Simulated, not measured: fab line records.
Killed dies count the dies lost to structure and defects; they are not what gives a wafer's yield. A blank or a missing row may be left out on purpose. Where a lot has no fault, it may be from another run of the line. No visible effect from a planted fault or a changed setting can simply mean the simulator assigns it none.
Struck lot and sound lot, side by side / flow n5-finfet / 17 out of 1938 route steps
Sound: these wafers, L433.2, L433.3, L433.6. Struck: wafer L439.3. (L439.4, L439.6 of the same lot were not struck and are left out.) The cause comes at the end.
Each step with rows lists, per side, the tool, then ch with its chambers, then its first start. Under that, the readings that differ: sound wafers / struck wafers / difference of the means / sigmas: that difference in standard deviations of wafers without a fault.
alike: readings whose means differ by less than 2 such deviations, and words and numbers that are the same on both sides. not compared: withheld readings, readings that some wafer has no value for, bounds like >300 that may hide the same value, and numbers for which the record gives no deviation and whose values overlap.
Wherever a step has rows on one side only, a row that says differs or no value, or a row with sigmas, the two part there. Numbers that have no deviation but don't overlap get no sigmas and don't part them. A reading missing from all wafers of one side parts the sides only when that side holds two or more wafers.

first, 1 step without rows for these wafers: N5_MOL_CONTACT_COAG_DEVELOP_07 (develop time 30 s).
N5_MOL_CONTACT_COAG_CD_MEAS_08 targets a cd of 28 nm.
  sound on cd-sem-01 ch 0, day 4 22:22; struck on cd-sem-02 ch 0, day 6 06:40
  alike: cd-nm
N5_MOL_CONTACT_COAG_OVL_MEAS_09:
  sound on overlay-01 ch 0, day 4 22:25; struck on overlay-02 ch 0, day 6 06:42
  alike: CA_OVL
N5_MOL_CONTACT_COAG_INSPECT_10: inspects for defects (brightfield).
  struck on defect-inspect-02, day 6 06:44; sound on defect-inspect-02, day 4 22:28
  alike: raw-defect-count
N5_MOL_CONTACT_COAG_DESCUM_13: chemistry O2, time 7 s.
  sound on rie-diel-01 ch 0,1,3, day 4 22:44; struck on rie-diel-01 ch 1, day 6 06:47
  alike: drypump-motor-current-A, oes-product-au, rf-vpp-V, showerhead-plenum-p-Torr, throttle-valve-pct
  not compared: rf-hours-counter-h
N5_MOL_CONTACT_COAG_ETCH_59: etches underlayer in N2/H2, target depth 13 nm, time 10.4 s.
  sound on rie-diel-01 ch 0,1,3, day 4 22:46; struck on rie-diel-01 ch 1, day 6 06:49
  alike: drypump-motor-current-A, etch-rf-on-time-s, oes-product-au, rf-vpp-V, showerhead-plenum-p-Torr, throttle-valve-pct
  not compared: rf-hours-counter-h
N5_MOL_CONTACT_COAG_ETCH_105: etches SiARC in CF4, target depth 15.6 nm, time 26 s.
  sound on rie-diel-01 ch 0,1,3, day 4 22:47; struck on rie-diel-01 ch 1, day 6 06:50
reading=rf-vpp-V (V); sound=183.1 183.5 183.1; struck=186.2; difference=+3.0; sigmas=+2
  alike: drypump-motor-current-A, etch-rf-on-time-s, oes-product-au, showerhead-plenum-p-Torr, throttle-valve-pct
  not compared: rf-hours-counter-h
N5_MOL_CONTACT_COAG_ETCH_106: etches SOC in N2/H2, target depth 80 nm, overetch 16 nm, time 120 s.
  sound on rie-diel-01 ch 0,1,3, day 4 22:49; struck on rie-diel-01 ch 1, day 6 06:52
  alike: drypump-motor-current-A, oes-product-au, rf-vpp-V, showerhead-plenum-p-Torr, throttle-valve-pct
  not compared: rf-hours-counter-h
then, 4 steps without rows for these wafers: N5_MOL_CONTACT_COAG_STRIP_107 (strips in N2/H2); N5_MOL_CONTACT_COAG_STRIP_108 (strips in N2/H2); N5_MOL_CONTACT_COAG_CONTACT_ETCH_14 (etches SiO2 in C4F6/O2, target depth 27.5 nm, overetch 8.5 nm, time 20 s); N5_MOL_CONTACT_COAG_STRIP_109 (strips in C4F6/O2).
N5_MOL_CONTACT_COAG_ETCH_15: etches SiNx in CH3F/O2, stops on Si:P, target depth 7 nm.
  sound on rie-diel-01 ch 0,1,3, day 4 22:57; struck on rie-diel-01 ch 1, day 6 07:00
reading=model.SOC_of_MOL_CONTACT_COAG_COAT_103.thk-nm (nm); sound=75.2 75.2 75.4; struck=73.2; difference=-2.1; sigmas=
  alike: drypump-motor-current-A, oes_ar_750_au, oes-product-au, rf-vpp-V, showerhead-plenum-p-Torr, throttle-valve-pct
  not compared: rf-hours-counter-h
N5_MOL_CONTACT_COAG_ETCH_110: etches Si in CF4/O2, target depth 2.5 nm, time 8 s.
  sound on rie-diel-01 ch 0,1,3, day 4 23:01; struck on rie-diel-01 ch 1, day 6 07:04
reading=model.SOC_of_MOL_CONTACT_COAG_COAT_103.thk-nm (nm); sound=73.6 73.8 74; struck=71.6; difference=-2.2; sigmas=
  alike: drypump-motor-current-A, oes_ar_750_au, oes-product-au, rf-vpp-V, showerhead-plenum-p-Torr, throttle-valve-pct
  not compared: rf-hours-counter-h
N5_MOL_CONTACT_COAG_STRIP_98: strips in N2/H2.
  sound on rie-diel-01 ch 0,1,3, day 4 23:04; struck on rie-diel-01 ch 1, day 6 07:06
  alike: drypump-motor-current-A, oes-product-au, rf-vpp-V, showerhead-plenum-p-Torr, throttle-valve-pct
  not compared: rf-hours-counter-h
-- record jumps: 5 days separate the struck wafers' starts on either side; left off in module MOL_CONTACT_COAG, taken up again in module BEOL_M4, whose first shown step is the route's number 1111 --
N5_BEOL_M4_RC_MEAS_101:
  sound on prober-01 ch 0, day 8 02:30; struck on prober-01 ch 0, day 10 19:11
reading=SS_N (mV/dec); sound=71.1 71.2 71.8; struck=70.4; difference=-1.0; sigmas=-2
  alike: DIBL_N, DIBL_P, IOFF_N, IOFF_P, ION_N, ION_P, SS_P, VT_N, VT_P
then, 1 step without rows for these wafers: N5_PASSIVATION_PROBE_49.

WHERE THEY PART
Earliest at N5_MOL_CONTACT_COAG_ETCH_105; latest, in this record, at N5_BEOL_M4_RC_MEAS_101.

WHY: what had been put in by the simulator
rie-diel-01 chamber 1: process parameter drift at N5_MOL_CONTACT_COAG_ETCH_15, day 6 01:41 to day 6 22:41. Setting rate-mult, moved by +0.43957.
